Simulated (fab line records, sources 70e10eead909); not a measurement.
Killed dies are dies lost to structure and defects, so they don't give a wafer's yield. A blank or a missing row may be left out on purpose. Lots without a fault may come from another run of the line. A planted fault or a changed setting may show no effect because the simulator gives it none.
Which tool did it? | flow nand_harc | 14 lots, 39 wafers sampled, at 5 steps of a route of 1302

WHAT THE GAUGES READ, wafer by wafer
NHARC_A_SGD_CUT_INSPECT_25.
lot  | measured     | on                | raw_defect_count
L201 | day 19 06:28 | defect_inspect-02 | 287 492 227
L202 | day 19 20:00 | defect_inspect-01 | 398 387 504
L205 | day 21 00:26 | defect_inspect-01 | 372 333 346
L207 | day 22 23:03 | defect_inspect-01 | 340 376 369
L209 | day 23 07:07 | defect_inspect-01 | 486 365 383
L212 | day 23 20:43 | defect_inspect-01 | 375 347 404
L211 | day 23 20:43 | defect_inspect-02 | 305 307 357
L213 | day 24 08:25 | defect_inspect-01 | 399 354 381
L217 | day 25 16:37 | defect_inspect-02 | 408 257
L216 | day 26 01:05 | defect_inspect-02 | 424 386
L218 | day 26 12:23 | defect_inspect-02 | 341 236
L222 | day 27 19:08 | defect_inspect-01 | 347 374 304
L223 | day 28 15:52 | defect_inspect-02 | 407 353 413
L224 | day 28 16:01 | defect_inspect-02 | 456 239 249

NHARC_A_SIN_REMOVE_INSPECT_04.
lot  | measured     | on                | raw_defect_count
L201 | day 20 05:07 | defect_inspect-01 | 271 479 222
L202 | day 20 16:06 | defect_inspect-02 | 398 400 557
L205 | day 21 18:35 | defect_inspect-02 | 389 358 386
L207 | day 23 16:52 | defect_inspect-01 | 326 337 357
L209 | day 24 01:08 | defect_inspect-02 | 491 376 395
L212 | day 24 15:14 | defect_inspect-02 | 440 396 450
L211 | day 24 18:54 | defect_inspect-01 | 303 298 331
L213 | day 25 02:31 | defect_inspect-01 | 368 369 343
L217 | day 26 12:42 | defect_inspect-02 | 450 298
L216 | day 26 20:23 | defect_inspect-02 | 451 442
L218 | day 27 07:20 | defect_inspect-01 | 376 288
L222 | day 28 14:41 | defect_inspect-01 | 309 396 313
L223 | day 29 10:21 | defect_inspect-01 | 303 332 340
L224 | day 29 10:22 | defect_inspect-02 | 477 297 301

NHARC_END_SORT_01.
lot  | measured     | on        | killed_at_array | killed_at_other | killed_at_periphery | killed_dies | killed_open | killed_short
L217 | day 30 09:40 | prober-02 | 68 670          | 0 0             | 0 7                 | 68 677      | 1 4         | 1 0
L216 | day 31 04:52 | prober-01 | 66 672          | 6 4             | 3 1                 | 75 677      | 4 2         | 4 4
L218 | day 31 12:39 | prober-01 | 52 669          | 0 0             | 3 8                 | 55 677      | 5 4         | 0 0

WHICH TOOL RAN EACH LOT (tool, then ch and the chambers of the sampled wafers, then the start)
lot  | NHARC_A_SLIT_STRIP_18                         | NHARC_A_WL_FILL_ETCHBACK_16
L201 | rie_diel-04 ch 1,2,3, day 20 05:07 or earlier | rie_diel-08 ch 0,3, day 20 16:22
L202 | rie_diel-09 ch 1,2,3, day 20 16:06 or earlier | rie_diel-08 ch 0,1,3, day 21 14:08
L205 | rie_diel-12 ch 2,3, day 21 18:35 or earlier   | rie_diel-03 ch 0,1, day 22 05:52
L207 | rie_diel-09 ch 0,2,3, day 23 16:52 or earlier | rie_diel-08 ch 1,2,3, day 24 06:18
L209 | rie_diel-12 ch 1,2,3, day 24 01:08 or earlier | rie_diel-08 ch 0,2,3, day 24 12:23
L212 | rie_diel-04 ch 0,1,3, day 24 15:14 or earlier | rie_diel-05 ch 1,2, day 25 03:14
L211 | rie_diel-04 ch 0,1,3, day 24 18:54 or earlier | rie_diel-08 ch 0,1,2, day 25 08:05
L213 | rie_diel-09 ch 0,1,3, day 25 02:31 or earlier | rie_diel-08 ch 0,3, day 25 14:59
L217 | rie_diel-09 ch 0,3, day 26 12:42 or earlier   | rie_diel-08 ch 0,3, day 26 22:57
L216 | rie_diel-04 ch 3, day 26 20:23 or earlier     | rie_diel-08 ch 0, day 27 11:46
L218 | rie_diel-04 ch 0,2, day 27 07:20 or earlier   | rie_diel-08 ch 2, day 27 20:13
L222 | rie_diel-12 ch 0,2, day 28 14:41 or earlier   | rie_diel-03 ch 0,2,3, day 29 02:06
L223 | rie_diel-12 ch 2,3, day 29 10:21 or earlier   | rie_diel-03 ch 0,1,3, day 29 22:14
L224 | rie_diel-12 ch 0,1, day 29 10:22 or earlier   | rie_diel-05 ch 0,1, day 29 22:08
- NHARC_A_SLIT_STRIP_18: strips in O2.
- NHARC_A_WL_FILL_ETCHBACK_16: etches the open film in C4F8/O2/Ar, target depth 120 nm, time 24 s.

WHAT THE TOOLS THEMSELVES READ (means of the sampled wafers that have a number; where no wafer has one, the mark that the record gives instead)
NHARC_A_SLIT_STRIP_18.
lot  | tool        | drypump_motor_current_A (A) | oes_product_au (a.u.) | rf_vpp_V (V) | showerhead_plenum_p_Torr (Torr) | throttle_valve_pct (%)
L201 | rie_diel-04 | 6.0                         | 0.989                 | 57.3         | 3.47                            | 17.034
L202 | rie_diel-09 | 5.6                         | 1.003                 | 57.8         | 3.52                            | 17.036
L205 | rie_diel-12 | 6.5                         | 0.999                 | 57.3         | 3.40                            | 17.039
L207 | rie_diel-09 | 5.5                         | 0.999                 | 57.2         | 3.45                            | 17.042
L209 | rie_diel-12 | 5.8                         | 0.992                 | 57.3         | 3.35                            | 17.036
L212 | rie_diel-04 | 6.0                         | 1.007                 | 58.1         | 3.44                            | 17.038
L211 | rie_diel-04 | 6.0                         | 1.008                 | 57.9         | 3.44                            | 17.035
L213 | rie_diel-09 | 5.2                         | 1.002                 | 57.3         | 3.43                            | 17.025
L217 | rie_diel-09 | 5.1                         | 0.991                 | 56.8         | 3.38                            | 17.024
L216 | rie_diel-04 | 6.7                         | 1.010                 | 57.6         | 3.47                            | 17.035
L218 | rie_diel-04 | 5.8                         | 0.999                 | 58.6         | 3.58                            | 17.035
L222 | rie_diel-12 | 6.7                         | 0.992                 | 57.5         | 3.56                            | 17.043
L223 | rie_diel-12 | 6.2                         | 0.993                 | 57.1         | 3.34                            | 17.026
L224 | rie_diel-12 | 6.0                         | 0.990                 | 56.7         | 3.52                            | 17.036

NHARC_A_WL_FILL_ETCHBACK_16.
lot  | tool        | oes_product_au (a.u.) | rf_vpp_V (V) | run_length_s (s)
L201 | rie_diel-08 | 1.001                 | 723          | 45.7
L202 | rie_diel-08 | 1.006                 | 724          | 45.4
L205 | rie_diel-03 | 1.000                 | 725          | 45.2
L207 | rie_diel-08 | 0.996                 | 725          | 45.4
L209 | rie_diel-08 | 0.998                 | 724          | 45.4
L212 | rie_diel-05 | 1.007                 | 724          | 45.2
L211 | rie_diel-08 | 0.993                 | 723          | 45.3
L213 | rie_diel-08 | 1.006                 | 727          | 45.8
L217 | rie_diel-08 | 1.009                 | 725          | 38.0
L216 | rie_diel-08 | 1.000                 | 720          | 38.0
L218 | rie_diel-08 | 0.994                 | 722          | 37.4
L222 | rie_diel-03 | 0.955                 | 722          | 45.4
L223 | rie_diel-03 | 0.932                 | 723          | 45.4
L224 | rie_diel-05 | 0.921                 | 721          | 45.3

THE ANSWER, worked out from the rows above alone
Rule: what is usual is taken from the lots themselves. Put in order of their means at a reading, lots are off if they are a third of the lots or fewer, leave a main group of 4 or more, and stand apart from it by a gap of 3 or more times the standard deviation of the main group's means; of several such gaps the widest counts. A main group whose means are all the same, to the digits that the tables above print for the reading, isn't used. A lot without any number at a reading at which 4 lots or more have one is off too. The other lots that the step has rows for count as sound. The gauges are gone through in route order, then the tools' own readings, and for those a lot's mean is taken as printed above. The first step at which some lot is off is used, and at that step the reading that is off furthest; a lot without a number counts as furthest.
Off: L217, L216, L218, at NHARC_A_WL_FILL_ETCHBACK_16 (run_length_s). The main group: mean 45.4 s, standard deviation 0.18.
A tool fits if, at that step or a process step before it, it ran every lot that is off, and no sound lot after the first of them. NHARC_A_SLIT_STRIP_18 gives no start for some lots, so the hours and the order of its lots are those of NHARC_A_SIN_REMOVE_INSPECT_04. One fits: rie_diel-08 at NHARC_A_WL_FILL_ETCHBACK_16. Its last sound lot is L213 (day 25 14:59), its first lot that is off L217 (day 26 22:57): a fault that began between those two fits.
The tool's own readings at NHARC_A_WL_FILL_ETCHBACK_16 bear it out: on the lots that are off they differ by more than 5 times the standard deviation of the sound lots' means. run_length_s reads 37.8 s there against 45.4 s on the sound lots.

WHAT THE SIMULATOR HAD PUT IN
Process parameter drift: rie_diel-08, from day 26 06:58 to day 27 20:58, at NHARC_A_WL_FILL_ETCHBACK_16. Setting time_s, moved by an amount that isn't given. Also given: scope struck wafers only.
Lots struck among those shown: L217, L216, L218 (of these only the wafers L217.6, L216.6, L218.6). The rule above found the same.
